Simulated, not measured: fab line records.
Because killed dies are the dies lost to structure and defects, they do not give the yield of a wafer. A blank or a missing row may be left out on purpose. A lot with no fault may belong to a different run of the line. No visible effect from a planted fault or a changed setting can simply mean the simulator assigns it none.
fab line records	flow n5-finfet
[record] lots = 6	wafers = 16	last-day = 16
route steps=1938 shown MOL_CONTACT_COAG@574 BEOL_M4@1111 PASSIVATION@1936
lots with no fault: from the same line, run without faults
start-h: the number of hours between the record's first day and the start of the first shown wafer of the lot	wait-h: hours from the lot's prior step to this one	" the same as in the row above	L1.1+2: one row covering several wafers at once	- no value, or no start was given	* or withheld: withheld	< > ~ a bound
route shown NAME@n: names a module that has steps shown in the file, with the first one's number in the route	usual: the fault-free wafers' mean and standard deviation	same: alike in all rows	chamber/n: place in a boat	sites: readings site by site	_std_site: how widely they spread, as a standard deviation	_edge_site: inner sites' mean taken away from outer sites' mean	radius-mm: how far each site lies from the wafer's centre	mask NAME#n: copy n	behind: tool/chamber where the wafer was last shaped	hold: reason for holding the lot/hours on hold/outcome of the hold	device: whichever transistor did not switch (one of n, p or np)	end of line: tests run on the same wafers once the route is complete	a step given without rows: its recipe and nothing more	killed: the dies lost at the first sort to structure and to defects; this is not the yield of the wafer	map: per-die view of a wafer (x killed, . not killed, _ where there is no die)
set.NAME: the run value of the setting; set.NAME@STEP: its run value at that earlier step	model.NAME: the simulator's own value behind a step, which no gauge read
certain route steps with their lots: each step a table, each wafer a row
services: the hour from which a tool's chamber was out of use, counted from the record's first day as start-h (under 0 if before that day), plus the number of hours and why
[[steps]]
[step N5_MOL_CONTACT_COAG_OVL_MEAS_85]
[recipe] points-per-wafer = 522
[usual] VG_OVL = 0.2/0.72
lot.wafer	tool	chamber	start-h	wait-h	VG_OVL[nm]
L926.1	overlay-02	0	123.17	0.0	0.2
L926.3	"	0	"	"	0.3
L926.6	"	0	"	"	-0.5
L928.2	overlay-02	0	137.40	0.0	0.5
L928.3	"	0	"	"	0.7
L928.5	"	0	"	"	-0.9
L934.5	overlay-02	0	174.99	0.0	0.0
L934.6	"	0	"	"	-1.3
L935.3	overlay-01	0	181.99	0.0	-0.5
L935.5	"	0	"	"	0.1
L939.2	overlay-02	0	204.68	0.0	-0.9
L939.5	"	0	"	"	0.2
L939.6	"	0	"	"	-0.4
L941.4	overlay-02	0	212.36	0.0	0.8
L941.5	"	0	"	"	0.1
L941.6	"	0	"	"	0.5
[step N5_MOL_CONTACT_COAG_INSPECT_57]
[recipe] mode = adi	inspect-instrument = brightfield
[usual] raw-defect-count = 209/59
lot.wafer	tool	chamber	start-h	wait-h	raw-defect-count
L926.1	defect-inspect-02	-	123.22	0.1	252
L926.3	"	-	"	"	226
L926.6	"	-	"	"	268
L928.2	defect-inspect-02	-	137.45	0.0	297
L928.3	"	-	"	"	178
L928.5	"	-	"	"	285
L934.5	defect-inspect-02	-	175.03	0.0	158
L934.6	"	-	"	"	203
L935.3	defect-inspect-02	-	182.25	0.3	180
L935.5	"	-	"	"	167
L939.2	defect-inspect-01	-	204.73	0.0	243
L939.5	"	-	"	"	213
L939.6	"	-	"	"	209
L941.4	defect-inspect-02	-	212.40	0.0	158
L941.5	"	-	"	"	334
L941.6	"	-	"	"	200
[step N5_MOL_CONTACT_COAG_DESCUM_88]
[recipe] chemistry = O2	time-s = 7	source-power-w = 50	bias-power-w = 20	pressure-mtorr = 20	rf-frequency-hz = 2.712e+07	temp-c = 40	resist = CAR-EUV	o2-flow-sccm = 225
[step N5_MOL_CONTACT_COAG_ETCH_89]
[recipe] chemistry = N2/H2	target = underlayer	target-depth-a = 130	mask-material = CAR-EUV	time-s = 10.4	ion-energy-ev = 200	pressure-mtorr = 30	source-w = 840	bias-w = 150	n2-flow-sccm = 200	h2-flow-sccm = 200	ends = cleared
[usual] drypump-motor-current-A = 5.5/0.38	etch-rf-on-time-s = 10.49/0.15	oes-product-au = 0.66/0.07	rf-vpp-V = 523.8/2.9	showerhead-plenum-p-Torr = 2.54/0.099	throttle-valve-pct = 17.83/0.22
lot.wafer	tool	chamber	start-h	wait-h	drypump-motor-current-A	etch-rf-on-time-s	oes-product-au	rf-hours-counter-h	rf-vpp-V	showerhead-plenum-p-Torr	throttle-valve-pct
L926.1	rie-diel-02	0	123.92	0.0	5.7	10.50	0.62	182	520.9	2.44	18.11
L926.3	"	2	"	"	5.9	10.25	0.63	180	527.1	2.65	18.02
L926.6	"	1	"	"	5.0	10.43	0.77	-	526.1	2.60	17.46
L928.2	rie-diel-05	0	137.52	0.0	4.9	10.50	0.70	66	525.5	2.58	17.44
L928.3	"	3	"	"	5.7	10.76	0.81	2	528.1	2.72	17.68
L928.5	"	0	"	"	5.0	10.47	0.70	-	524.0	2.58	17.42
L934.5	rie-diel-05	2	175.11	0.0	5.9	10.50	0.60	-	526.8	2.64	17.89
L934.6	"	1	"	"	5.5	10.68	0.62	-	521.2	2.43	18.03
L935.3	rie-diel-04	3	182.31	0.0	5.6	10.58	0.59	194	519.3	2.42	17.87
L935.5	"	3	"	"	5.6	10.58	0.59	-	519.3	2.42	17.88
L939.2	rie-diel-04	0	204.80	0.0	5.9	10.62	0.59	205	520.0	2.42	18.08
L939.5	"	0	"	"	5.9	10.61	0.59	-	519.0	2.42	18.05
L939.6	"	3	"	"	5.6	10.97	0.57	-	520.7	2.42	17.87
L941.4	rie-diel-05	3	213.24	0.0	5.7	10.80	0.72	-	527.6	2.71	17.70
L941.5	"	0	"	"	5.0	10.43	0.67	-	525.1	2.57	17.46
L941.6	"	2	"	"	5.9	10.54	0.60	-	526.0	2.63	17.91
[step N5_MOL_CONTACT_COAG_ETCH_90]
[recipe] chemistry = CF4	target = SiARC	target-depth-a = 130	mask-material = CAR-EUV	time-s = 21.7	ion-energy-ev = 80	pressure-mtorr = 40	source-w = 545	bias-w = 36	Ar_flow_sccm = 100	cf4-flow-sccm = 100	ends = cleared
[step N5_MOL_CONTACT_COAG_ALD_131]
[recipe] material = SiO2	target-thk-a = 50	temp-c = 100	ald-precursor-family = BDEAS	ald-co-reactant = O2-plasma	pulse-time-s = 1	co-reactant-pulse-time-s = 1	purge-time-s = 2	co-reactant-purge-time-s = 2	ald-cycles = 35	pressure-torr = 2
[usual] heater-power-w = 81/8.4	precursor-pulse-height-rel = 0.998/0.02
lot.wafer	tool	chamber	start-h	wait-h	heater-power-w	precursor-pulse-height-rel
L926.1	ald-sin-01	2	124.03	0.1	97	0.980
L926.3	"	0	"	"	69	0.991
L926.6	"	1	"	"	79	1.011
L928.2	ald-sin-03	0	137.62	0.1	87	0.978
L928.3	"	1	"	"	85	1.014
L928.5	"	1	"	"	85	0.999
L934.5	ald-sin-03	2	175.27	0.1	82	1.020
L934.6	"	3	"	"	83	1.030
L935.3	ald-sin-03	0	182.74	0.4	84	0.980
L935.5	"	2	"	"	81	1.039
L939.2	ald-sin-02	3	204.90	0.1	71	0.999
L939.5	"	1	"	"	74	0.987
L939.6	"	0	"	"	83	0.976
L941.4	ald-sin-01	2	213.33	0.0	100	0.992
L941.5	"	2	"	"	98	1.000
L941.6	"	1	"	"	78	0.992
[step N5_MOL_CONTACT_COAG_ETCHBACK_132]
[recipe] chemistry = CHF3	target = SiO2	target-depth-a = 100	time-s = 6.7	ion-energy-ev = 200	pressure-mtorr = 30	source-w = 610	bias-w = 170	Ar_flow_sccm = 200	CHF3_flow_sccm = 50
[usual] drypump-motor-current-A = 5.5/0.37	oes-product-au = 0.77/0.085	rf-vpp-V = 523/7.8	showerhead-plenum-p-Torr = 2.36/0.086	throttle-valve-pct = 18.71/0.18
lot.wafer	tool	chamber	start-h	wait-h	drypump-motor-current-A	oes-product-au	rf-hours-counter-h	rf-vpp-V	showerhead-plenum-p-Torr	throttle-valve-pct
L926.1	rie-diel-04	1	124.31	0.2	5.3	0.72	199	520	2.47	18.95
L926.3	"	2	"	"	4.8	0.91	21	532	2.33	18.54
L926.6	"	1	"	"	5.3	0.71	-	520	2.47	18.98
L928.2	rie-diel-02	1	137.80	0.1	5.0	0.90	19	518	2.44	18.44
L928.3	"	2	"	"	5.9	0.73	184	512	2.46	18.84
L928.5	"	1	"	"	5.0	0.89	-	515	2.44	18.45
L934.5	rie-diel-04	2	175.39	0.0	4.8	0.89	-	532	2.33	18.59
L934.6	"	1	"	"	5.3	0.72	-	520	2.46	18.99
L935.3	rie-diel-04	2	182.92	0.1	4.8	0.87	43	530	2.33	18.60
L935.5	"	3	"	"	5.6	0.70	-	536	2.26	18.68
L939.2	rie-diel-02	3	205.08	0.1	5.4	0.87	44	520	2.41	18.54
L939.5	"	0	"	"	5.7	0.70	-	529	2.27	18.79
L939.6	"	1	"	"	5.0	0.84	-	515	2.43	18.49
L941.4	rie-diel-02	0	213.60	0.2	5.6	0.70	210	531	2.27	18.79
L941.5	"	0	"	"	5.7	0.70	-	529	2.27	18.77
L941.6	"	1	"	"	4.9	0.85	-	516	2.43	18.48
[step N5_MOL_CONTACT_COAG_ETCH_91]
[recipe] chemistry = N2/H2	target = SOC	target-depth-a = 600	overetch-a = 210	mask-material = SiARC	temp-c = 40	time-s = 101.2	ion-energy-ev = 200	pressure-mtorr = 30	source-w = 840	bias-w = 150	n2-flow-sccm = 200	h2-flow-sccm = 200
[step N5_MOL_CONTACT_COAG_STRIP_92]
[recipe] chemistry = N2/H2	temp-c = 40	n2-flow-sccm = 200	h2-flow-sccm = 200	rf-frequency-hz = 6e+07
[step N5_MOL_CONTACT_COAG_STRIP_93]
[recipe] chemistry = N2/H2	temp-c = 40	n2-flow-sccm = 200	h2-flow-sccm = 200	rf-frequency-hz = 6e+07
[step N5_MOL_CONTACT_COAG_ETCHBACK_135]
[recipe] chemistry = CHF3	target = SiO2	target-depth-a = 250	time-s = 16.7	ion-energy-ev = 200	pressure-mtorr = 30	source-w = 610	bias-w = 170	Ar_flow_sccm = 200	CHF3_flow_sccm = 50
[usual] drypump-motor-current-A = 5.5/0.37	oes-product-au = 0.77/0.085	rf-vpp-V = 523/7.9	showerhead-plenum-p-Torr = 2.36/0.086	throttle-valve-pct = 18.71/0.18
lot.wafer	tool	chamber	start-h	wait-h	drypump-motor-current-A	oes-product-au	rf-hours-counter-h	rf-vpp-V	showerhead-plenum-p-Torr	throttle-valve-pct
L926.1	rie-diel-04	1	124.43	0.0	5.3	0.71	199	519	2.47	18.96
L926.3	"	2	"	"	4.8	0.91	21	535	2.33	18.56
L926.6	"	1	"	"	5.3	0.71	-	519	2.47	18.95
L928.2	rie-diel-02	1	137.92	0.0	5.0	0.89	19	515	2.44	18.44
L928.3	"	2	"	"	5.9	0.73	184	512	2.46	18.85
L928.5	"	1	"	"	5.0	0.89	-	515	2.44	18.45
L934.5	rie-diel-04	2	175.51	0.0	4.8	0.88	-	531	2.33	18.60
L934.6	"	1	"	"	5.3	0.71	-	520	2.46	18.98
L935.3	rie-diel-04	2	183.04	0.0	4.8	0.88	43	532	2.33	18.61
L935.5	"	3	"	"	5.6	0.70	-	536	2.26	18.69
L939.2	rie-diel-02	3	205.20	0.0	5.4	0.88	44	521	2.41	18.56
L939.5	"	0	"	"	5.7	0.70	-	529	2.27	18.78
L939.6	"	1	"	"	5.0	0.85	-	516	2.43	18.50
L941.4	rie-diel-02	0	213.73	0.0	5.7	0.69	210	529	2.27	18.78
L941.5	"	0	"	"	5.7	0.70	-	530	2.27	18.77
L941.6	"	1	"	"	5.0	0.85	-	515	2.43	18.48
[step N5_MOL_CONTACT_COAG_STRIP_118]
[recipe] chemistry = CHF3	resist = SiARC	rf-frequency-hz = 6e+07
[step N5_MOL_CONTACT_COAG_VIA_ETCH_46]
[recipe] chemistry = C4F6/O2	target-depth-a = 460	overetch-a = 92	mask-material = SOC	target = SiO2	bias-w = 455	pressure-mtorr = 10	time-s = 40	source-w = 325	Ar_flow_sccm = 300	C4F6_flow_sccm = 10	O2_flow_sccm = 10	ion-energy-ev = 575.3	ends = end-point
[usual] drypump-motor-current-A = 5.5/0.37	oes-product-au = 0.69/0.074	rf-vpp-V = 1585/22	showerhead-plenum-p-Torr = 2.82/0.1	throttle-valve-pct = 40.8/0.34
lot.wafer	tool	chamber	start-h	wait-h	drypump-motor-current-A	oes-product-au	rf-hours-counter-h	rf-vpp-V	showerhead-plenum-p-Torr	throttle-valve-pct	model.SOC_of_MOL_CONTACT_COAG_COAT_75.thk-nm
L926.1	rie-diel-04	1	124.46	0.0	5.3	0.64	199	1573	2.95	41.0	51.4
L926.3	"	2	"	"	4.8	0.82	21	1607	2.78	40.7	50.6
L926.6	"	1	"	"	5.3	0.65	-	1573	2.95	41.0	51.2
L928.2	rie-diel-02	1	137.95	0.0	4.9	0.80	19	1562	2.91	40.9	50.6
L928.3	"	2	"	"	5.9	0.64	184	1553	2.94	40.4	51
L928.5	"	1	"	"	5.0	0.79	-	1564	2.91	40.9	50.8
L934.5	rie-diel-04	2	175.57	0.0	4.8	0.82	-	1606	2.78	40.7	51.2
L934.6	"	1	"	"	5.3	0.63	-	1573	2.94	41.0	51
L935.3	rie-diel-04	2	183.07	0.0	4.8	0.79	43	1604	2.77	40.7	51
L935.5	"	3	"	"	5.6	0.66	-	1623	2.70	40.4	51.8
L939.2	rie-diel-02	3	205.24	0.0	5.4	0.79	44	1579	2.88	40.7	50.8
L939.5	"	0	"	"	5.7	0.64	-	1602	2.72	41.1	50.8
L939.6	"	1	"	"	5.0	0.77	-	1563	2.90	40.9	51
L941.4	rie-diel-02	0	213.76	0.0	5.7	0.63	210	1604	2.71	41.0	51
L941.5	"	0	"	"	5.6	0.64	-	1603	2.71	41.1	50.8
L941.6	"	1	"	"	4.9	0.77	-	1562	2.90	41.0	50.6
[step N5_MOL_CONTACT_COAG_STRIP_96]
[recipe] chemistry = N2/H2	power-w = 500	temp-c = 40	pressure-mtorr = 50	rf-frequency-hz = 6e+07	overash-fraction = 0.3	bias-power-w = 28	h2-frac = 0.5	n2-flow-sccm = 300	h2-flow-sccm = 300
[usual] drypump-motor-current-A = 5.5/0.37	oes-product-au = 0.78/0.087	rf-vpp-V = 121.8/1.3	showerhead-plenum-p-Torr = 3.34/0.11	throttle-valve-pct = 18.9/0.39
lot.wafer	tool	chamber	start-h	wait-h	drypump-motor-current-A	oes-product-au	rf-hours-counter-h	rf-vpp-V	showerhead-plenum-p-Torr	throttle-valve-pct
L926.1	rie-diel-04	1	124.53	0.0	5.3	0.71	199	121.3	3.45	19.1
L926.3	"	2	"	"	4.8	0.92	21	120.4	3.28	18.4
L926.6	"	1	"	"	5.3	0.72	-	123.0	3.45	19.1
L928.2	rie-diel-02	1	138.02	0.0	5.0	0.90	19	123.1	3.42	18.4
L928.3	"	2	"	"	6.0	0.73	184	124.1	3.49	19.0
L928.5	"	1	"	"	5.0	0.90	-	122.4	3.42	18.4
L934.5	rie-diel-04	2	175.62	0.0	4.8	0.89	-	120.8	3.27	18.5
L934.6	"	1	"	"	5.3	0.72	-	122.7	3.44	19.1
L935.3	rie-diel-04	2	183.14	0.0	4.8	0.87	43	123.6	3.27	18.5
L935.5	"	3	"	"	5.7	0.69	-	122.7	3.20	18.8
L939.2	rie-diel-02	3	205.30	0.0	5.4	0.87	44	121.6	3.39	18.6
L939.5	"	0	"	"	5.7	0.71	-	123.6	3.22	19.7
L939.6	"	1	"	"	5.0	0.87	-	120.9	3.41	18.5
L941.4	rie-diel-02	0	213.83	0.0	5.7	0.71	210	122.4	3.22	19.7
L941.5	"	0	"	"	5.7	0.71	-	123.3	3.22	19.7
L941.6	"	1	"	"	4.9	0.86	-	122.6	3.41	18.4
[step N5_BEOL_M4_RC_MEAS_101]
[usual] DIBL_N = 36.9/1.7	DIBL_P = 36.7/2.1	IOFF_N = 0.17/0.032	IOFF_P = 0.22/0.036	ION_N = 674/12	ION_P = 461/7	SS_N = 71.7/0.6	SS_P = 73.4/0.67	VT_N = 249/3.1	VT_P = -250/3.2
lot.wafer	tool	chamber	start-h	wait-h	DIBL_N[mV/V]	DIBL_P[mV/V]	IOFF_N[nA/um]	IOFF_P[nA/um]	ION_N[uA/um]	ION_P[uA/um]	SS_N[mV/dec]	SS_P[mV/dec]	VT_N[mV]	VT_P[mV]
L926.1	prober-02	0	195.39	0.0	36.9	38.1	0.15	0.21	663	454	71.5	74.1	252	-251
L926.3	"	0	"	"	37.6	36.7	0.16	0.18	673	453	72.1	73.2	253	-253
L926.6	"	0	"	"	38.9	38.3	0.18	0.20	675	454	72.5	73.5	249	-252
L928.2	prober-01	0	197.12	0.2	39.2	40.7	0.25	0.24	700	465	73.1	74.6	244	-252
L928.3	"	0	"	"	36.3	36.8	0.16	0.19	663	442	71.9	73.2	252	-255
L928.5	"	0	"	"	40.2	41.3	0.27	0.26	700	462	72.8	74.4	243	-250
L934.5	prober-01	0	241.49	0.6	34.6	35.9	0.14	0.20	665	463	71.1	72.9	250	-249
L934.6	"	0	"	"	38.3	38.8	0.20	0.25	690	473	72.5	73.7	246	-247
L935.3	prober-02	0	249.97	0.3	36.7	36.2	0.15	0.17	676	454	71.7	72.7	249	-254
L935.5	"	0	"	"	37.8	38.5	0.19	0.21	682	456	71.6	73.5	246	-252
L939.2	prober-02	0	271.08	0.2	35.3	34.8	0.14	0.19	665	458	70.8	73.2	250	-250
L939.5	"	0	"	"	36.7	36.5	0.16	0.22	675	468	71.8	73.4	249	-251
L939.6	"	0	"	"	36.5	36.3	0.16	0.21	666	462	71.2	73.2	251	-251
L941.4	prober-01	0	286.39	0.5	35.7	35.6	0.16	0.24	680	468	71.9	72.9	247	-246
L941.5	"	0	"	"	33.9	33.3	0.12	0.19	660	460	71.3	72.2	254	-249
L941.6	"	0	"	"	37.7	38.0	0.19	0.28	698	472	72.2	73.4	245	-242
[step N5_PASSIVATION_PROBE_49]
[usual] defect-limited-yield = 91.7/1.5	killed_at_M0_to_M3 = 32/9.6	killed_at_M4_up = 13/5.3	killed-at-contacts = 12/6.8	killed-at-front-end = 36/9.8	killed-at-other = 4/3.1	killed-dies = 98/17	killed-open = 65/13	killed-short = 32/8.5	sort_bin_4_leakage = 0.00/0.007	sort_bin_5_function = 4.9/0.93	sort_bin_6_memory = 3.2/0.67	sort_bin_8_speed = 0.00/0.02	sort-n-pass = 1082/17	sort-yield-pct = 91.7/1.4
[same] gross-dies = 1180	killed-at-back-side = 0
lot.wafer	tool	chamber	start-h	wait-h	defect-limited-yield[%]	killed_at_M0_to_M3	killed_at_M4_up	killed-at-contacts	killed-at-front-end	killed-at-other	killed-dies	killed-open	killed-short	sort_bin_4_leakage[%]	sort_bin_5_function[%]	sort_bin_6_memory[%]	sort_bin_8_speed[%]	sort-n-pass	sort-yield-pct[%]
L934.5	prober-02	-	361.50	1.4	92.9	22	7	10	43	2	84	59	24	0	4.2	2.5	0	1096	92.9
L934.6	prober-02	-	361.55	1.5	95.3	14	4	11	25	1	55	37	18	0	3.1	1.4	0	1125	95.3
L939.2	prober-01	-	374.49	0.1	91.3	33	21	9	40	0	103	64	36	0	4.8	3.3	0	1077	91.3
L939.5	prober-01	-	374.64	0.2	89.2	61	10	10	44	2	127	71	47	0	5.6	4.3	0	1053	89.2
L939.6	prober-01	-	374.69	0.3	92.2	26	12	13	39	2	92	50	40	0	4.3	3.1	0	1088	92.2
// killed by level:class
L934.5 STI_FIN_REVEAL:geometric-particle:open=17 BEOL_M1:geometric-particle:open=7 MOL_CONTACT_COAG:geometric-particle:open=6 BEOL_M2:geometric-particle:open=6 FIN_SAQP:geometric-particle:short=4 MOL_CONTACT_COAG:geometric-particle:short=4 STARTING-WAFER:geometric-particle:open=4 ILD0:geometric-particle:open=3
L934.6 STI_FIN_REVEAL:geometric-particle:open=8 MOL_CONTACT_COAG:geometric-particle:open=6 FIN_SAQP:geometric-particle:short=5 FIN_SAQP:geometric-particle:open=5 MOL_CONTACT_COAG:geometric-particle:short=5 BEOL_M0:geometric-particle:open=4 BEOL_M2:geometric-particle:open=3 DUMMY_GATE:geometric-particle:open=2
L939.2 BEOL_M4:geometric-particle:open=9 MOL_CONTACT_COAG:geometric-particle:open=8 STI_FIN_REVEAL:geometric-particle:open=7 BEOL_M0_SAQP:geometric-particle:short=7 BEOL_M3:geometric-particle:open=7 BEOL_M1:geometric-particle:open=6 ILD0:geometric-particle:open=5 BEOL_M0_SAQP:geometric-particle:open=5
L939.5 BEOL_M0_SAQP:geometric-particle:open=20 BEOL_M0_SAQP:geometric-particle:short=17 BEOL_M2:geometric-particle:open=8 FIN_SAQP:geometric-particle:short=6 STI_FIN_REVEAL:geometric-particle:open=6 GATE_CUT:geometric-particle:short=5 BEOL_M1:geometric-particle:open=5 HKMG_FIN:area-etch=5
L939.6 FIN_SAQP:geometric-particle:open=11 MOL_CONTACT_COAG:geometric-particle:open=11 FIN_SAQP:geometric-particle:short=8 BEOL_M0_SAQP:geometric-particle:short=7 BEOL_M0:geometric-particle:short=6 STI_FIN_REVEAL:geometric-particle:open=5 BEOL_M0_SAQP:geometric-particle:open=4 BEOL_M4:geometric-particle:open=4
[[services]]
tool	chamber	start-h	hours	kind
rie-diel-04	-	99.96	4.3	pm
ald-sin-02	0	100.82	-	clean
ald-sin-02	1	100.82	-	clean
ald-sin-02	2	100.82	-	clean
ald-sin-02	3	100.82	-	clean
ald-sin-01	-	100.97	0.3	repair
rie-diel-02	-	110.97	2.8	pm
rie-diel-05	0	113.45	3.9	repair
rie-diel-05	-	116.55	0.5	repair
rie-diel-05	3	117.37	-	clean
rie-diel-05	3	117.37	-	consumable-replace:focus-ring
rie-diel-05	3	117.37	-	consumable-replace:showerhead
rie-diel-05	3	117.37	14.9	scheduled-down
rie-diel-05	3	117.37	14.9	vent-cycle
rie-diel-04	3	144.48	1.3	repair
rie-diel-04	1	165.57	6.6	repair
rie-diel-02	1	169.13	2.1	repair
ald-sin-01	0	191.01	13.1	repair
rie-diel-04	-	212.45	14.6	pm
[[key]]
first-sign none at tools or gauges
[model-effect] step = N5_MOL_CONTACT_COAG_VIA_ETCH_46	value = SOC_of_MOL_CONTACT_COAG_COAT_75.thk-nm	without = 51.1	struck = 51.5
met-at N5_MOL_CONTACT_COAG_VIA_ETCH_46
struck-wafers L934.5,L935.5
onset-between 124.46 175.57
[fault] kind = process-parameter-drift	tool = rie-diel-04	chamber = -	onset-h = 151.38	steps = N5_MOL_CONTACT_COAG_VIA_ETCH_46	channel = target-depth-a	offset = -35.423	shape = step	end-h = 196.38	scope = struck-wafers-only	acts-in = these-recipes-only	stated = 460
